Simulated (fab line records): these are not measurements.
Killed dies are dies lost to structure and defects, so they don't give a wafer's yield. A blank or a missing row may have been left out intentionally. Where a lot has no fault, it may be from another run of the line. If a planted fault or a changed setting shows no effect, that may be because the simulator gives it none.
Matching of chambers || flow nand harc || NHARC_P_M0_DESCUM_14 on rie diel-06: 4 sister chambers
The step chemistry O2, time 3 s. 8 wafers are shown with their chamber, then 8 later ones without.

WAFERS WITH THEIR CHAMBER
{"wafer": "L076.3", "chamber": 2, "drypump motor current A (A)": 5.5, "oes product au (a.u.)": 1.017}
{"wafer": "L078.1", "chamber": 0, "drypump motor current A (A)": 6.1, "oes product au (a.u.)": 0.999}
{"wafer": "L078.4", "chamber": 3, "drypump motor current A (A)": 5.8, "oes product au (a.u.)": 0.997}
{"wafer": "L078.5", "chamber": 3, "drypump motor current A (A)": 5.8, "oes product au (a.u.)": 1.015}
{"wafer": "L080.2", "chamber": 1, "drypump motor current A (A)": 6.1, "oes product au (a.u.)": 0.972}
{"wafer": "L080.4", "chamber": 0, "drypump motor current A (A)": 6.2, "oes product au (a.u.)": 0.997}
{"wafer": "L080.5", "chamber": 2, "drypump motor current A (A)": 5.5, "oes product au (a.u.)": 1.016}
{"wafer": "L083.1", "chamber": 1, "drypump motor current A (A)": 6.1, "oes product au (a.u.)": 1.001}

WAFERS WITH NO CHAMBER GIVEN
{"wafer": "L083.3", "drypump motor current A (A)": 5.5, "oes product au (a.u.)": 1.011}
{"wafer": "L083.5", "drypump motor current A (A)": 6.1, "oes product au (a.u.)": 0.985}
{"wafer": "L088.1", "drypump motor current A (A)": 5.4, "oes product au (a.u.)": 0.997}
{"wafer": "L088.4", "drypump motor current A (A)": 6.2, "oes product au (a.u.)": 0.990}
{"wafer": "L088.5", "drypump motor current A (A)": 6.1, "oes product au (a.u.)": 0.987}
{"wafer": "L085.1", "drypump motor current A (A)": 6.1, "oes product au (a.u.)": 1.002}
{"wafer": "L085.3", "drypump motor current A (A)": 5.5, "oes product au (a.u.)": 1.002}
{"wafer": "L085.5", "drypump motor current A (A)": 6.1, "oes product au (a.u.)": 0.977}

THE CHAMBER EACH PASSED THROUGH
{"wafer": "L083.3", "from the rows above": 2, "in truth": 2}
{"wafer": "L083.5", "from the rows above": "can't be placed: 1 or 0", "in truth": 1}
{"wafer": "L088.1", "from the rows above": 2, "in truth": 2}
{"wafer": "L088.4", "from the rows above": "can't be placed: 0 or 1", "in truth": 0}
{"wafer": "L088.5", "from the rows above": "can't be placed: 1 or 0", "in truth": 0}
{"wafer": "L085.1", "from the rows above": "can't be placed: 1 or 0", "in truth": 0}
{"wafer": "L085.3", "from the rows above": 2, "in truth": 2}
{"wafer": "L085.5", "from the rows above": "can't be placed: 1 or 0", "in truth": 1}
Placed correctly: 3 of 8. Can't be placed from these rows: 5 (the true chamber is among the candidates in 5). Wrongly placed: 0.
How it was worked out, from the rows above alone: a wafer's distance from a chamber is the root of the sum, over the readings, of the square of ((its reading less the chamber's mean) divided by the reading's scatter). If the next closest chamber is less than 2 further off than the closest, the wafer can't be placed; otherwise it belongs to the closest. For every chamber, the mean is computed from those of its wafers that are shown. The scatter is the square root of a quotient: the sum, over the shown wafers, of each reading's squared deviation from its chamber's mean, divided by wafers minus chambers.
